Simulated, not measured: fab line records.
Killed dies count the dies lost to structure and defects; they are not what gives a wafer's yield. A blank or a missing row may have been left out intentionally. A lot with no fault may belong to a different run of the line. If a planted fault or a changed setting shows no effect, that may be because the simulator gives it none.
Matching of chambers / flow nandHarc / NHARC_A_WL_FILL_CMP_12 on cmp-01 has 4 sister chambers
The step polishes, t overpolish 30 s, target thk 100 nm. 4 wafers are shown with their chamber, then 10 later ones without.

== WAFERS, EACH WITH ITS CHAMBER ==
wafer=L087.5; chamber=0; motorCurrentA (A)=12.0
wafer=L087.6; chamber=1; motorCurrentA (A)=11.9
wafer=L091.2; chamber=3; motorCurrentA (A)=11.8
wafer=L091.4; chamber=2; motorCurrentA (A)=11.1

== WAFERS WITH NO CHAMBER GIVEN ==
wafer=L091.5; motorCurrentA (A)=12.3
wafer=L092.2; motorCurrentA (A)=11.3
wafer=L092.5; motorCurrentA (A)=12.0
wafer=L092.6; motorCurrentA (A)=12.1
wafer=L095.2; motorCurrentA (A)=10.4
wafer=L095.3; motorCurrentA (A)=12.7
wafer=L095.6; motorCurrentA (A)=11.2
wafer=L096.2; motorCurrentA (A)=11.2
wafer=L096.3; motorCurrentA (A)=11.7
wafer=L096.5; motorCurrentA (A)=12.9

== WHICH CHAMBER EACH ONE RAN IN ==
wafer=L091.5; from the rows above=can't be placed: 0 or 1 or 3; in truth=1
wafer=L092.2; from the rows above=can't be placed: 2 or 3 or 1 or 0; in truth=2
wafer=L092.5; from the rows above=can't be placed: 0 or 1 or 3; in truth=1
wafer=L092.6; from the rows above=can't be placed: 0 or 1 or 3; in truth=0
wafer=L095.2; from the rows above=can't be placed: 2 or 3 or 1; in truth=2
wafer=L095.3; from the rows above=can't be placed: 0 or 1 or 3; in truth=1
wafer=L095.6; from the rows above=can't be placed: 2 or 3 or 1 or 0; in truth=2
wafer=L096.2; from the rows above=can't be placed: 2 or 3 or 1 or 0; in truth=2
wafer=L096.3; from the rows above=can't be placed: 3 or 1 or 0 or 2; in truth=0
wafer=L096.5; from the rows above=can't be placed: 0 or 1 or 3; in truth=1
Correctly placed: 0 of 10. From these rows, 10 cannot be placed; in 10 the true chamber is one of the candidates. 0 placed wrongly.
How it was worked out, from the rows above alone: a wafer's distance from a chamber is the root of the sum, over the readings, of the square of ((its reading less the chamber's mean) divided by the reading's scatter). The wafer belongs to the nearest chamber; if the next one is less than 2 further off, it can't be placed. A chamber's mean is the mean of its shown wafers. The scatter: root of mean squared gap, hidden wafer to nearest shown wafer, with one shown wafer a chamber.
